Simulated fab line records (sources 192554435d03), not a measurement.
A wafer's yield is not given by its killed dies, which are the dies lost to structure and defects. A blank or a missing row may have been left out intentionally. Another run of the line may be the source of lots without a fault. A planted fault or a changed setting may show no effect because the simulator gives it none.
fab line records	flow n5_finfet	part 1 of 2: steps 1 to 24 of 30
record lots=5	wafers=15	last_day=16
route steps=1938 shown BEOL_M9@1462 BEOL_M10@1470
lots with no fault: from the same line, run without faults
start_h: start of the lot's first displayed wafer, in hours after the record's first day	wait_h: hours elapsed since this lot's preceding step	" repeats the value in the row above	L1.1+2: a row that stands for several wafers	- no value, or no start was given	* or withheld: withheld	< > ~ a bound
route shown NAME@n: a module of which the file shows steps, and the number in the route of the first	usual: mean/standard deviation taken from wafers without a fault	same: alike in all rows	chamber/n: place in a boat	sites: the reading at each site	_std_site: how widely they spread, as a standard deviation	_edge_site: mean of outer sites minus mean of inner sites	radius_mm: how far each site lies from the wafer's centre	mask NAME#n: copy n	behind: the tool/chamber that last shaped the wafer	hold: cause of the lot's hold/its duration in hours/its outcome	device: the n, p or np transistor that did not switch	end of line: the same wafers' tests at the end of the route	a step without rows: its recipe alone	killed: not the wafer's yield, but the dies lost to structure and defects at the first sort	map: a wafer's dies, marking killed ones x, the rest . and places with no die _
set.NAME: the setting the step ran with; set.NAME@STEP: the setting that earlier step ran with	model.NAME: the simulator's own value behind a step, which no gauge read
lots at selected steps of the route; one table per step, one row per wafer
services: from which hour (start_h, from the record's first day; less than 0 if before it) a tool's chamber was out of use, for how many hours, and why
## steps
# step N5_BEOL_M9_ECD_50
# recipe material=Cu	target_thk_a=3180
lot.wafer	tool	chamber	start_h	wait_h
L075.2+3+4	ecd_cu-01	1,1,0	215.43	0.1
L079.1+3+5	ecd_cu-02	0,1,0	246.80	0.1
L085.2+3+6	ecd_cu-02	1,0,1	276.51	0.1
L087.2+3+6	ecd_cu-02	1	303.07	0.1
L093.1+3+6	ecd_cu-01	0,1,1	335.94	0.1
# step N5_BEOL_M9_ANNEAL_51
# recipe temp_c=225	time_s=90	ambient=N2
# usual anneal_temp_c_max=226.4/0.47	wafer_temp_C_max=225.82/0.25
lot.wafer	tool	chamber	start_h	wait_h	anneal_temp_c_max	wafer_temp_C_max
L075.2	rtp_anneal-02	0	216.21	0.7	226.4	225.48
L075.3	"	0	"	"	227.1	225.69
L075.4	"	0	"	"	226.9	225.82
L079.1	rtp_anneal-01	0	246.91	0.1	225.7	225.77
L079.3	"	0	"	"	225.8	226.23
L079.5	"	0	"	"	225.7	225.93
L085.2	rtp_anneal-01	0	276.67	0.1	226.0	226.04
L085.3	"	0	"	"	226.1	225.82
L085.6	"	0	"	"	226.2	226.02
L087.2	rtp_anneal-01	0	303.38	0.3	226.2	225.81
L087.3	"	0	"	"	225.5	225.76
L087.6	"	0	"	"	226.0	225.69
L093.1	rtp_anneal-02	0	336.15	0.2	226.9	225.62
L093.3	"	0	"	"	226.7	226.21
L093.6	"	0	"	"	227.2	225.58
# step N5_BEOL_M9_CMP_52
# recipe stop_on=SiCOH_lowk	t_overpolish_s=7	down_force_psi=1	platen_rpm=50	clearing_platen_down_force_psi=1.5	clearing_platen_rpm=50	post_cmp_clean=cu_alkaline	target_thk_nm=140	clearing_platen_pad_velocity_m_s=0.99484	pad_velocity_m_s=0.99484
# usual barrier_field_endpoint_s=29.0/1	edge_zone_pressure_frac=1.000/0.0053	motor_current_A=6.4/0.58	overpolish_run_s=7.001/0.0085	time_to_endpoint_s=68/5.2
lot.wafer	tool	chamber	start_h	wait_h	barrier_field_endpoint_s	edge_zone_pressure_frac	motor_current_A	overpolish_run_s	time_to_endpoint_s
L075.4	cmp-02	2	216.47	0.1	30.6	0.991	6.9	6.988	75
L075.2	"	3	"	"	30.8	0.997	6.1	6.995	73
L075.3	"	1	"	"	30.8	0.998	5.9	7.005	76
L079.1	cmp-04	3	247.28	0.3	27.8	0.994	6.7	6.991	65
L079.3	"	0	"	"	27.7	1.006	5.5	7.007	64
L079.5	"	2	"	"	28.5	0.998	7.6	7.009	65
L085.3	cmp-03	0	276.98	0.2	27.9	1.002	6.4	7.013	67
L085.2	"	2	"	"	28.0	1.003	5.8	6.993	65
L085.6	"	0	"	"	28.6	0.996	6.3	7.004	65
L087.2	cmp-04	0	303.63	0.2	28.1	1.000	5.2	6.998	63
L087.3	"	2	"	"	27.5	1.003	7.0	6.993	62
L087.6	"	1	"	"	28.2	0.996	6.0	7.000	63
L093.3	cmp-04	3	336.45	0.2	27.1	1.004	6.9	6.999	61
L093.1	"	2	"	"	29.0	0.998	7.3	6.999	66
L093.6	"	0	"	"	28.3	1.003	5.4	6.988	64
# step N5_BEOL_M9_THK_MEAS_53
# recipe thk_meas_gauge=xrf	reads=Cu_of_BEOL_M9_ECD_50
# usual M9_THK=143/3.7
lot.wafer	tool	chamber	start_h	wait_h	M9_THK[nm]
L075.2	film_metro-01	-	216.77	-	141
L075.3	"	-	"	"	148
L075.4	"	-	"	"	154
L079.1	film_metro-01	-	247.50	-	141
L079.3	"	-	"	"	146
L079.5	"	-	"	"	144
L085.2	film_metro-01	-	277.23	-	140
L085.3	"	-	"	"	137
L085.6	"	-	"	"	139
L087.2	film_metro-01	-	303.93	-	142
L087.3	"	-	"	"	136
L087.6	"	-	"	"	135
L093.1	film_metro-01	-	336.75	-	146
L093.3	"	-	"	"	142
L093.6	"	-	"	"	145
# step N5_BEOL_M9_PRE_CLEAN_55
# recipe gas=NH3	time_s=15	temp_c=withheld	rf_power_w=300
lot.wafer	tool	chamber	start_h	wait_h
L075.2+3+4	pecvd-03	0,2,0	216.81	0.0
L079.1+3+5	pecvd-02	0,1,1	247.54	0.0
L085.2+3+6	pecvd-01	0,2,2	277.27	0.0
L087.2+3+6	pecvd-02	0,2,1	303.96	0.0
L093.1+3+6	pecvd-01	2,0,2	336.78	0.0
# step N5_BEOL_M9_DEP_56
# recipe material=SiCN	target_thk_a=150	temp_c=withheld	precursor=3MS/NH3	pressure_torr=3	rf_w=202	time_s=26.5
# usual showerhead_plenum_p_Torr=3.667/0.016	throttle_valve_pct=8.9/0.53
lot.wafer	tool	chamber	start_h	wait_h	showerhead_plenum_p_Torr	throttle_valve_pct
L075.2	pecvd-03	0	216.83	0.0	3.673	8.5
L075.3	"	2	"	"	3.674	8.5
L075.4	"	0	"	"	3.685	8.6
L079.1	pecvd-02	0	247.56	0.0	3.668	9.6
L079.3	"	1	"	"	3.667	9.7
L079.5	"	1	"	"	3.659	9.6
L085.2	pecvd-01	0	277.29	0.0	3.697	9.1
L085.3	"	2	"	"	3.630	8.3
L085.6	"	2	"	"	3.640	8.3
L087.2	pecvd-02	0	303.99	0.0	3.665	9.4
L087.3	"	2	"	"	3.674	8.3
L087.6	"	1	"	"	3.661	9.7
L093.1	pecvd-01	2	336.81	0.0	3.626	8.4
L093.3	"	0	"	"	3.696	9.2
L093.6	"	2	"	"	3.628	8.5
# step N5_BEOL_M9_RS_MEAS_57
# recipe thk_meas_gauge=four-point-probe	reads=Cu_of_BEOL_M9_ECD_50+Co_of_BEOL_M9_CVD_78+TaN_of_BEOL_M9_ALD_74
# usual M9_RS=0.150/0.0041
lot.wafer	tool	chamber	start_h	wait_h	M9_RS[ohm/sq]
L075.2	film_metro-01	-	216.90	0.1	0.155
L075.3	"	-	"	"	0.146
L075.4	"	-	"	"	0.141
L079.1	film_metro-01	-	247.63	0.1	0.154
L079.3	"	-	"	"	0.147
L079.5	"	-	"	"	0.149
L085.2	film_metro-01	-	277.38	0.1	0.155
L085.3	"	-	"	"	0.158
L085.6	"	-	"	"	0.155
L087.2	film_metro-01	-	304.06	0.1	0.153
L087.3	"	-	"	"	0.161
L087.6	"	-	"	"	0.160
L093.1	film_metro-01	-	336.88	0.1	0.147
L093.3	"	-	"	"	0.151
L093.6	"	-	"	"	0.148
# step N5_BEOL_M9_INSPECT_58
# recipe inspect_instrument=darkfield	mode=post_dep
# usual raw_defect_count=73/23
lot.wafer	tool	chamber	start_h	wait_h	raw_defect_count
L075.2	defect_inspect-01	-	216.93	0.0	66
L075.3	"	-	"	"	71
L075.4	"	-	"	"	70
L079.1	defect_inspect-02	-	247.66	0.0	68
L079.3	"	-	"	"	78
L079.5	"	-	"	"	72
L085.2	defect_inspect-01	-	277.41	0.0	55
L085.3	"	-	"	"	71
L085.6	"	-	"	"	64
L087.2	defect_inspect-02	-	304.09	0.0	80
L087.3	"	-	"	"	81
L087.6	"	-	"	"	91
L093.1	defect_inspect-02	-	336.91	0.0	75
L093.3	"	-	"	"	79
L093.6	"	-	"	"	77
# step N5_BEOL_M10_ILD_DEP_00
# recipe material=SiCOH_lowk	target_thk_a=3085.1	temp_c=300	precursor=DEMS/porogen	pressure_torr=5	rf_w=500	time_s=58
# usual heater_power_w=352/53	showerhead_plenum_p_Torr=5.733/0.022	throttle_valve_pct=13.8/0.79
lot.wafer	tool	chamber	start_h	wait_h	heater_power_w	showerhead_plenum_p_Torr	throttle_valve_pct
L075.2	pecvd-04	0	216.97	0.0	425	5.738	13.7
L075.3	"	2	"	"	358	5.728	14.9
L075.4	"	0	"	"	448	5.744	14.3
L079.1	pecvd-01	1	247.70	0.0	414	5.716	13.6
L079.3	"	2	"	"	384	5.697	12.7
L079.5	"	1	"	"	441	5.705	13.5
L085.2	pecvd-04	1	277.44	0.0	383	5.760	13.7
L085.3	"	2	"	"	352	5.732	14.9
L085.6	"	2	"	"	355	5.749	14.9
L087.2	pecvd-02	2	304.12	0.0	332	5.739	12.6
L087.3	"	1	"	"	305	5.737	14.8
L087.6	"	1	"	"	308	5.737	14.6
L093.1	pecvd-01	1	336.94	0.0	436	5.706	13.7
L093.3	"	0	"	"	316	5.772	13.9
L093.6	"	0	"	"	315	5.775	14.1
# step N5_BEOL_M10_CURE_71
# recipe temp_c=385	time_s=240	ambient=He/Ar	material=SiCOH_lowk
# usual lamp_power_pct=52.31/0.057	wafer_temp_C_max=386.8/0.57
lot.wafer	tool	chamber	start_h	wait_h	lamp_power_pct	wafer_temp_C_max
L075.2	uv_cure-01	0	217.80	0.8	52.31	386.0
L075.3	"	0	"	"	52.32	386.5
L075.4	"	0	"	"	52.37	386.3
L079.1	uv_cure-03	1	247.78	0.0	52.22	386.5
L079.3	"	1	"	"	52.31	386.5
L079.5	"	1	"	"	52.31	387.0
L085.2	uv_cure-03	1	277.60	0.1	52.44	386.9
L085.3	"	1	"	"	52.29	386.6
L085.6	"	1	"	"	52.27	386.9
L087.2	uv_cure-03	2	304.28	0.1	52.23	386.9
L087.3	"	2	"	"	52.19	386.8
L087.6	"	2	"	"	52.31	386.6
L093.1	uv_cure-03	2	337.02	0.0	52.34	387.1
L093.3	"	2	"	"	52.29	386.5
L093.6	"	2	"	"	52.31	386.6
# step N5_BEOL_M10_THK_MEAS_01
# recipe reads=SiCOH_lowk_of_BEOL_M10_ILD_DEP_00
# usual M10_ILD_THK=268/3.7
lot.wafer	tool	chamber	start_h	wait_h	M10_ILD_THK[nm]
L075.2	film_metro-01	-	218.23	0.4	263
L075.3	"	-	"	"	266
L075.4	"	-	"	"	265
L079.1	film_metro-01	-	248.29	0.4	262
L079.3	"	-	"	"	271
L079.5	"	-	"	"	265
L085.2	film_metro-01	-	278.03	0.4	265
L085.3	"	-	"	"	267
L085.6	"	-	"	"	270
L087.2	film_metro-01	-	304.72	0.4	273
L087.3	"	-	"	"	265
L087.6	"	-	"	"	271
L093.1	film_metro-02	-	337.53	0.4	266
L093.3	"	-	"	"	266
L093.6	"	-	"	"	275
# step N5_BEOL_M10_PECVD_70
# recipe material=SiO2	target_thk_a=200	temp_c=400	precursor=TEOS/O2	pressure_torr=5.5	rf_w=450	teos_flow_sccm=53.8	gas=O2	flow_sccm=3000	time_s=22.7
# usual heater_power_w=789/92	showerhead_plenum_p_Torr=8.77/0.073	throttle_valve_pct=22.5/1.3
lot.wafer	tool	chamber	start_h	wait_h	heater_power_w	showerhead_plenum_p_Torr	throttle_valve_pct
L075.2	pecvd-01	2	218.27	0.0	825	8.60	20.3
L075.3	"	0	"	"	759	8.90	22.2
L075.4	"	0	"	"	753	8.94	22.2
L079.1	pecvd-04	1	248.33	0.0	695	8.81	21.8
L079.3	"	2	"	"	816	8.73	23.9
L079.5	"	2	"	"	787	8.74	24.2
L085.2	pecvd-01	1	278.07	0.0	1014	8.66	21.6
L085.3	"	0	"	"	770	8.90	22.3
L085.6	"	2	"	"	711	8.60	20.5
L087.2	pecvd-01	0	304.75	0.0	716	8.94	22.3
L087.3	"	1	"	"	976	8.67	21.8
L087.6	"	0	"	"	698	8.92	22.5
L093.1	pecvd-02	2	337.57	0.0	815	8.81	20.7
L093.3	"	1	"	"	631	8.76	23.5
L093.6	"	2	"	"	820	8.81	20.7
# step N5_BEOL_M10_HM_DEP_02
# recipe material=TiN	target_thk_a=200	temp_c=25	chamber_pressure_pa=0.49996
# usual throttle_valve_pct=29.8/1.1
lot.wafer	tool	chamber	start_h	wait_h	throttle_valve_pct
L075.2	pvd_sputter-01	-	218.97	0.7	29.6
L075.3	"	-	"	"	28.7
L075.4	"	-	"	"	30.8
L079.1	pvd_sputter-02	-	248.87	0.5	27.6
L079.3	"	-	"	"	32.3
L079.5	"	-	"	"	27.7
L085.2	pvd_sputter-01	-	278.40	0.3	30.7
L085.3	"	-	"	"	28.9
L085.6	"	-	"	"	29.0
L087.2	pvd_sputter-03	-	305.66	0.9	29.9
L087.3	"	-	"	"	29.9
L087.6	"	-	"	"	28.5
L093.1	pvd_sputter-01	-	338.12	0.5	30.8
L093.3	"	-	"	"	29.4
L093.6	"	-	"	"	28.7
# step N5_BEOL_M10_COAT_59
# recipe resist=SOC	temp_c=250	time_s=60	spin_rpm=1500	resist_thk_nm=100
# usual resist_line_temp_C=22.97/0.097
lot.wafer	tool	chamber	start_h	wait_h	resist_line_temp_C
L075.2	litho_track-05	0	219.10	0.1	22.95
L075.3	"	0	"	"	22.98
L075.4	"	0	"	"	22.95
L079.1	litho_track-02	0	249.00	0.1	22.89
L079.3	"	0	"	"	22.79
L079.5	"	0	"	"	23.01
L085.2	litho_track-02	0	278.53	0.1	22.89
L085.3	"	0	"	"	22.96
L085.6	"	0	"	"	22.83
L087.2	litho_track-02	0	305.78	0.1	23.03
L087.3	"	0	"	"	23.04
L087.6	"	0	"	"	22.92
L093.1	litho_track-02	0	338.26	0.1	22.95
L093.3	"	0	"	"	22.91
L093.6	"	0	"	"	22.95
# step N5_BEOL_M10_COAT_60
# recipe resist=SiARC	temp_c=220	time_s=60	spin_rpm=1500	resist_thk_nm=30
# usual resist_line_temp_C=22.98/0.089
lot.wafer	tool	chamber	start_h	wait_h	resist_line_temp_C
L075.2	litho_track-05	0	-	-	22.93
L075.3	"	0	"	"	22.91
L075.4	"	0	"	"	22.94
L079.1	litho_track-02	0	-	-	23.00
L079.3	"	0	"	"	22.96
L079.5	"	0	"	"	22.95
L085.2	litho_track-02	0	-	-	22.94
L085.3	"	0	"	"	22.87
L085.6	"	0	"	"	22.97
L087.2	litho_track-02	0	-	-	22.87
L087.3	"	0	"	"	22.98
L087.6	"	0	"	"	23.06
L093.1	litho_track-02	0	-	-	23.10
L093.3	"	0	"	"	23.03
L093.6	"	0	"	"	22.88
# step N5_BEOL_M10_COAT_05
# recipe resist=CAR-ArF	spin_rpm=1500	resist_thk_nm=90
# usual resist_line_temp_C=22.99/0.11
lot.wafer	tool	chamber	start_h	wait_h	resist_line_temp_C
L075.2	litho_track-05	0	-	-	22.82
L075.3	"	0	"	"	22.97
L075.4	"	0	"	"	23.07
L079.1	litho_track-02	0	-	-	23.01
L079.3	"	0	"	"	23.01
L079.5	"	0	"	"	22.95
L085.2	litho_track-02	0	-	-	23.00
L085.3	"	0	"	"	22.88
L085.6	"	0	"	"	22.99
L087.2	litho_track-02	0	-	-	23.11
L087.3	"	0	"	"	23.05
L087.6	"	0	"	"	23.17
L093.1	litho_track-02	0	-	-	22.88
L093.3	"	0	"	"	22.82
L093.6	"	0	"	"	23.04
# step N5_BEOL_M10_EBR_07
# recipe solvent=PGMEA	ebr_width_mm=1.5
# usual resist_line_temp_C=23.00/0.12
lot.wafer	tool	chamber	start_h	wait_h	resist_line_temp_C
L075.2	litho_track-05	0	-	-	22.92
L075.3	"	0	"	"	22.95
L075.4	"	0	"	"	23.12
L079.1	litho_track-02	0	-	-	22.91
L079.3	"	0	"	"	22.87
L079.5	"	0	"	"	22.77
L085.2	litho_track-02	0	-	-	22.79
L085.3	"	0	"	"	22.97
L085.6	"	0	"	"	22.86
L087.2	litho_track-02	0	-	-	22.97
L087.3	"	0	"	"	22.74
L087.6	"	0	"	"	22.85
L093.1	litho_track-02	0	-	-	23.20
L093.3	"	0	"	"	22.93
L093.6	"	0	"	"	23.07
# step N5_BEOL_M10_SOFTBAKE_06
# recipe temp_c=110	time_s=60	resist=CAR-ArF
# usual resist_line_temp_C=23.01/0.096
lot.wafer	tool	chamber	start_h	wait_h	resist_line_temp_C
L075.2	litho_track-05	0	-	-	22.97
L075.3	"	0	"	"	23.02
L075.4	"	0	"	"	23.07
L079.1	litho_track-02	0	-	-	22.88
L079.3	"	0	"	"	22.80
L079.5	"	0	"	"	22.87
L085.2	litho_track-02	0	-	-	23.05
L085.3	"	0	"	"	22.93
L085.6	"	0	"	"	23.10
L087.2	litho_track-02	0	-	-	22.91
L087.3	"	0	"	"	22.98
L087.6	"	0	"	"	22.91
L093.1	litho_track-02	0	-	-	22.94
L093.3	"	0	"	"	22.96
L093.6	"	0	"	"	23.01
# step N5_BEOL_M10_EXPOSE_08
# recipe mask_id=M10	na=1.35	source_shape=dipole	sigma_inner=0.411	sigma_outer=0.611	polarization=te	dose_mj=53.75
lot.wafer	tool	chamber	start_h	wait_h	mask
L075.2+3+4	arfi_scanner-02	0	219.22	-	M10#0
L079.1+3+5	arfi_scanner-02	0	249.24	-	M10#0
L085.2+3+6	arfi_scanner-02	0	278.65	-	M10#0
L087.2+3+6	arfi_scanner-01	0	306.03	-	M10#0
L093.1+3+6	arfi_scanner-02	0	338.43	-	M10#0
# step N5_BEOL_M10_PEB_09
# recipe peb_temp_c=withheld	peb_time_s=60	resist=CAR-ArF
# usual resist_line_temp_C=23.02/0.11
lot.wafer	tool	chamber	start_h	wait_h	resist_line_temp_C
L075.2	litho_track-01	0	219.27	0.0	23.03
L075.3	"	0	"	"	22.90
L075.4	"	0	"	"	22.96
L079.1	litho_track-05	0	249.30	0.1	23.07
L079.3	"	0	"	"	22.98
L079.5	"	0	"	"	23.03
L085.2	litho_track-01	0	278.70	0.0	23.00
L085.3	"	0	"	"	23.03
L085.6	"	0	"	"	23.10
L087.2	litho_track-01	0	306.09	0.0	23.02
L087.3	"	0	"	"	23.17
L087.6	"	0	"	"	23.18
L093.1	litho_track-05	0	338.49	0.1	22.99
L093.3	"	0	"	"	23.02
L093.6	"	0	"	"	23.01
# step N5_BEOL_M10_DEVELOP_10
# recipe develop_time_s=30	developer=TMAH	resist=CAR-ArF	rinse_liquid=diw	dry=air_spin	dev_temp_c=23
# usual resist_line_temp_C=22.97/0.098
lot.wafer	tool	chamber	start_h	wait_h	resist_line_temp_C
L075.2	litho_track-01	0	-	-	22.95
L075.3	"	0	"	"	22.98
L075.4	"	0	"	"	23.14
L079.1	litho_track-05	0	-	-	22.94
L079.3	"	0	"	"	22.96
L079.5	"	0	"	"	22.91
L085.2	litho_track-01	0	-	-	22.99
L085.3	"	0	"	"	22.78
L085.6	"	0	"	"	22.78
L087.2	litho_track-01	0	-	-	22.88
L087.3	"	0	"	"	22.94
L087.6	"	0	"	"	22.92
L093.1	litho_track-05	0	-	-	23.04
L093.3	"	0	"	"	23.08
L093.6	"	0	"	"	23.12
# step N5_BEOL_M10_CD_MEAS_11
# recipe target_cd_nm=64.1	landing_energy_ev=500	detector=se_inlens	polarity=opening
# usual cd_nm=63.9/0.83
lot.wafer	tool	chamber	start_h	wait_h	cd_nm
L075.2	cd_sem-03	0	219.34	-	65.1
L075.3	"	0	"	"	63.4
L075.4	"	0	"	"	64.8
L079.1	cd_sem-03	0	249.37	-	65.9
L079.3	"	0	"	"	65.1
L079.5	"	0	"	"	65.1
L085.2	cd_sem-01	0	278.77	-	63.1
L085.3	"	0	"	"	62.8
L085.6	"	0	"	"	63.1
L087.2	cd_sem-03	0	306.15	-	63.6
L087.3	"	0	"	"	63.7
L087.6	"	0	"	"	63.4
L093.1	cd_sem-02	0	338.56	-	64.4
L093.3	"	0	"	"	65.3
L093.6	"	0	"	"	65.5
# step N5_BEOL_M10_OVL_MEAS_12
# recipe points_per_wafer=44
# usual M10_OVL=-0.3/0.84
lot.wafer	tool	chamber	start_h	wait_h	M10_OVL[nm]
L075.2	overlay-02	0	219.37	0.0	2.0
L075.3	"	0	"	"	1.1
L075.4	"	0	"	"	1.4
L079.1	overlay-02	0	249.40	0.0	-0.8
L079.3	"	0	"	"	-2.3
L079.5	"	0	"	"	-1.3
L085.2	overlay-02	0	278.80	0.0	-0.7
L085.3	"	0	"	"	0.7
L085.6	"	0	"	"	-0.3
L087.2	overlay-01	0	306.18	0.0	-0.8
L087.3	"	0	"	"	0.0
L087.6	"	0	"	"	0.3
L093.1	overlay-01	0	338.59	0.0	-0.5
L093.3	"	0	"	"	-1.4
L093.6	"	0	"	"	0.4
# step N5_BEOL_M10_INSPECT_13
# recipe mode=adi	inspect_instrument=brightfield
# usual raw_defect_count=412/91
lot.wafer	tool	chamber	start_h	wait_h	raw_defect_count
L075.2	defect_inspect-02	-	219.39	0.0	442
L075.3	"	-	"	"	435
L075.4	"	-	"	"	417
L079.1	defect_inspect-01	-	249.42	0.0	356
L079.3	"	-	"	"	444
L079.5	"	-	"	"	389
L085.2	defect_inspect-01	-	278.83	0.0	425
L085.3	"	-	"	"	326
L085.6	"	-	"	"	335
L087.2	defect_inspect-02	-	306.21	0.0	487
L087.3	"	-	"	"	422
L087.6	"	-	"	"	519
L093.1	defect_inspect-01	-	338.61	0.0	382
L093.3	"	-	"	"	419
L093.6	"	-	"	"	472
